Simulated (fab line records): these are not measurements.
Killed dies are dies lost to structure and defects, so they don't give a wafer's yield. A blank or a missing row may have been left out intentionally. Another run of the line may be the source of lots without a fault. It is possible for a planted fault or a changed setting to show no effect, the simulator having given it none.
A lot that was struck, set against a sound lot	flow n5_finfet	27 steps out of a route of 1938
Sound: these wafers, L369.2, L369.3, L369.5. Struck: wafer L360.3 (left out: L360.5, a lot-mate that was not struck); the cause follows at the end.
Per side, at each step with rows, come the tool, then ch with its chambers, and then its first start. Under that, the readings that differ: sound wafers	struck wafers	difference of the means	sigmas: that difference in standard deviations of wafers without a fault.
alike: same words and numbers on both sides, and readings whose means sit less than 2 such deviations apart. not compared: any withheld reading, any reading some wafer has no value for, any bound like >300 that may hide the same value, and any number with overlapping values for which the record gives no deviation.
The two part at a step that has a row with sigmas, a row that says differs or no value, or rows on one side only. Numbers that don't overlap but have no deviation are shown without sigmas and don't part them. A reading that every wafer of one side lacks parts them only if that side has two wafers or more.

first, 5 steps without rows for these wafers: N5_SD_EPI_N_EBR_05; N5_SD_EPI_N_SOFTBAKE_04 (time 60 s); N5_SD_EPI_N_EXPOSE_06 (exposes mask SD N BLK, target cd 120 nm); N5_SD_EPI_N_PEB_07 (peb time 60 s); N5_SD_EPI_N_DEVELOP_08 (develop time 30 s).
N5_SD_EPI_N_CD_MEAS_09: the cd target is 120 nm.
  sound on cd_sem-02 ch 0, day 7 21:09; struck on cd_sem-02 ch 0, day 5 12:33
  alike: cd_nm
N5_SD_EPI_N_OVL_MEAS_10:
  sound on overlay-02 ch 0, day 7 21:11; struck on overlay-01 ch 0, day 5 12:35
  alike: SD_N_BLK_OVL
N5_SD_EPI_N_INSPECT_11: inspects for defects (macro).
  struck on defect_inspect-02, day 5 12:37; sound on defect_inspect-01, day 7 21:12
  alike: raw_defect_count
N5_SD_EPI_N_DESCUM_14: chemistry O2, time 7.9 s.
  sound on rie_diel-04 ch 1,3, day 7 21:14; struck on rie_diel-03 ch 2, day 5 12:38
reading	sound	struck	difference	sigmas
throttle_valve_pct (%)	20.27 20.14 20.25	20.90	+0.68	+3
  alike: drypump_motor_current_A, oes_product_au, rf_vpp_V, showerhead_plenum_p_Torr
  not compared: rf_hours_counter_h
N5_SD_EPI_N_ETCH_34: etches SiARC in CF4, target depth 45.5 nm, time 75.8 s.
  sound on rie_diel-04 ch 1,3, day 7 21:16; struck on rie_diel-03 ch 2, day 5 12:40
reading	sound	struck	difference	sigmas
throttle_valve_pct (%)	15.43 15.36 15.45	16.03	+0.62	+3
  alike: drypump_motor_current_A, etch_rf_on_time_s, mfc_ar_sccm, oes_product_au, rf_vpp_V, showerhead_plenum_p_Torr
  not compared: rf_hours_counter_h
N5_SD_EPI_N_ETCH_35: etches SOC in N2/H2, overetch 108 nm, time 486 s.
  sound on rie_diel-04 ch 1,3, day 7 21:20; struck on rie_diel-03 ch 2, day 5 12:44
reading	sound	struck	difference	sigmas
throttle_valve_pct (%)	23.4 23.7 23.4	24.5	+1.0	+3
  alike: drypump_motor_current_A, oes_product_au, rf_vpp_V, showerhead_plenum_p_Torr
  not compared: rf_hours_counter_h
then, 1 step without rows for these wafers: N5_SD_EPI_N_STRIP_36 (strips in N2/H2).
N5_SD_EPI_N_ETCHBACK_44: etches SiNx in CH3F/O2, stops on SiO2, target depth 14.5 nm.
  sound on rie_diel-04 ch 1,3, day 7 21:39; struck on rie_diel-03 ch 2, day 5 13:03
reading	sound	struck	difference	sigmas
throttle_valve_pct (%)	16.17 16.11 16.20	16.81	+0.65	+3
model.SiARC_of_SD_EPI_N_COAT_33.thk_nm (nm)	16 16 16	18.2	+2.2	
  alike: CH3F_flow_sccm, drypump_motor_current_A, mfc_ar_sccm, oes_ar_750_au, oes_product_au, rf_vpp_V, showerhead_plenum_p_Torr
  not compared: rf_hours_counter_h
N5_SD_EPI_N_ETCH_45: etches SiOCN in CH3F/O2, target depth 6 nm.
  sound on rie_diel-04 ch 1,3, day 7 21:45; struck on rie_diel-03 ch 2, day 5 13:09
reading	sound	struck	difference	sigmas
oes_product_au (a.u.)	0.70 0.80 0.70	0.27	-0.46	-6
throttle_valve_pct (%)	22.97 23.10 22.94	23.84	+0.84	+3
  alike: CH3F_flow_sccm, drypump_motor_current_A, mfc_ar_sccm, rf_vpp_V, showerhead_plenum_p_Torr
  not compared: rf_hours_counter_h
N5_SD_EPI_N_ETCH_16: etches SiO2 in CHF3/O2, target depth 5 nm.
  sound on rie_diel-04 ch 1,3, day 7 21:51; struck on rie_diel-03 ch 2, day 5 13:15
reading	sound	struck	difference	sigmas
mfc_ar_sccm (sccm)	200.8 200.4 201.4	199.6	-1.3	-2
throttle_valve_pct (%)	18.69 18.68 18.68	19.42	+0.74	+3
model.SiARC_of_SD_EPI_N_COAT_33.thk_nm (nm)	12.4 12.4 12.4	14.6	+2.2	
  alike: drypump_motor_current_A, oes_ar_750_au, oes_product_au, rf_vpp_V, showerhead_plenum_p_Torr
  not compared: rf_hours_counter_h
then, 1 step without rows for these wafers: N5_SD_EPI_N_STRIP_47 (strips in CHF3/O2).
N5_SD_EPI_N_SD_RECESS_17: chemistry HBr/Cl2/O2, target depth 41 nm, time 23.7 s, bt time 3 s.
  sound on rie_si-05 ch 0,1, day 7 21:56; struck on rie_si-06 ch 3, day 5 13:19
  alike: drypump_motor_current_A, oes_product_au, throttle_valve_pct
  not compared: rf_hours_counter_h
N5_SD_EPI_N_STRIP_38: strips in N2/H2.
  sound on plasma_asher-02 ch 0,1, day 7 22:02; struck on plasma_asher-02 ch 0, day 5 13:26
  alike: drypump_motor_current_A, heater_power_w, oes_product_au
  not compared: rf_hours_counter_h
then, 5 steps without rows for these wafers: N5_SD_EPI_N_WET_ETCH_43 (etches SiO2 in dHF, time 14 s, target depth 1.5 nm); N5_SD_EPI_N_STRIP_18 (strips in SPM, time 750 s); N5_SD_EPI_N_SRD_20 (time 30 s); N5_SD_EPI_N_PRECLEAN_48 (cleans in NF3:NH3, afs cycles 2, time 20 s, sublimation time 60 s); N5_SD_EPI_N_VAPOR_ETCH_50 (etches Si in HCl, time 54 s).
N5_SD_EPI_N_EPI_21: deposits Si:P, time 690 s.
  sound on epi_rpcvd-01 ch 0, day 7 23:29; struck on epi_rpcvd-01 ch 0, day 5 15:14
reading	sound	struck	difference	sigmas
model.Si-P_of_SD_EPI_N_EPI_21.thk_nm (nm)	58.8 59.6 59.2	1.2	-58.0	
  alike: susceptor_temp_C_max
N5_SD_EPI_N_EPI_MEAS_23:
  struck on film_metro-02, day 5 16:46; sound on film_metro-01, day 8 01:23
reading	sound	struck	difference	sigmas
thk_nm (nm)	59.9 59.0 58.9	0.2	-59.1	-54
N5_SD_EPI_N_PRECLEAN_24: cleans in O3/DIW, time 60 s.
  sound on wet_bench-03 ch 2,3,7, day 8 01:25; struck on wet_bench-03 ch 2, day 5 16:49
reading	sound	struck	difference	sigmas
model.Si-P_of_SD_EPI_N_EPI_21.thk_nm (nm)	58.4 59.2 58.8	1.2	-57.6	
then, 1 step without rows for these wafers: N5_SD_EPI_N_SRD_25 (time 30 s).

## WHERE THEY PART
At N5_SD_EPI_N_DESCUM_14 first; at N5_SD_EPI_N_EPI_MEAS_23 last (within this record only).

WHY: the cause the simulator had injected
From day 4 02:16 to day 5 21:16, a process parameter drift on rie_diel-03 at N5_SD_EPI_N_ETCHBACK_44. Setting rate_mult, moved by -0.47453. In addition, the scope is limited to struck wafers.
